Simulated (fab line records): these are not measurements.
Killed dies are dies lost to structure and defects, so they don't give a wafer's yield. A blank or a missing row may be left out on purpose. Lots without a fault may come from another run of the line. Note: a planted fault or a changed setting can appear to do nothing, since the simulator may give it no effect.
The tool behind it: which one? -- flow n5 finfet -- 30 wafers sampled from 11 lots at 1 step of a route of 1938

== WHAT THE GAUGES SHOWED, per wafer ==
N5_BEOL_M6_THK_MEAS_01. Usual: for M6_ILD_THK the level is 155.5 nm and the standard deviation is 1.9.
lot,measured,on,M6_ILD_THK (nm),flag
L735,day 8 09:04,film metro-02,156.0 158.7 157.1,
L736,day 8 15:41,film metro-02,153.0 155.8 155.9,
L739,day 9 14:55,film metro-01,151.8 156.7 155.3,
L740,day 9 16:01,film metro-01,153.2 153.0 154.9,
L742,day 10 07:43,film metro-01,153.3 155.4 156.3,
L748,day 11 15:32,film metro-01,152.8 156.1,
L750,day 12 04:04,film metro-01,156.1 156.2,
L749,day 12 10:37,film metro-01,157.0 155.0,
L754,day 13 02:23,film metro-01,153.0 155.1 156.4,
L756,day 13 13:10,film metro-01,154.1 156.8 157.8,
L758,day 14 21:31,film metro-02,154.8 154.0 156.3,

== EACH LOT AND THE TOOL THAT RAN IT (in order: tool; ch and the chambers of the sampled wafers; start) ==
There is no process step in the record ahead of these readings.

== AS READ BY THE TOOLS THEMSELVES (means over the sampled wafers that have a number; for cases with no such wafer, the mark the record gives instead) ==
The record holds no such reading with a usual standard deviation.

== THE ANSWER, worked out from the rows above alone ==
Rule: take the mean of a lot's wafers that have a number; if it is more than 3 standard deviations from the usual mean, the lot is off. A lot without any number at a reading at which 4 lots or more have one is off too. All remaining lots with rows at the step are treated as sound. Order of review: gauges by route order, followed by the tools' own readings, for which a lot's mean as printed above is used. At the first step where some lot is off, the reading lying furthest off is the one used; lots without a number count as furthest.
Across all readings shown, no lot is off: no conclusion can be drawn from this.

== WHAT HAD BEEN PUT IN BY THE SIMULATOR ==
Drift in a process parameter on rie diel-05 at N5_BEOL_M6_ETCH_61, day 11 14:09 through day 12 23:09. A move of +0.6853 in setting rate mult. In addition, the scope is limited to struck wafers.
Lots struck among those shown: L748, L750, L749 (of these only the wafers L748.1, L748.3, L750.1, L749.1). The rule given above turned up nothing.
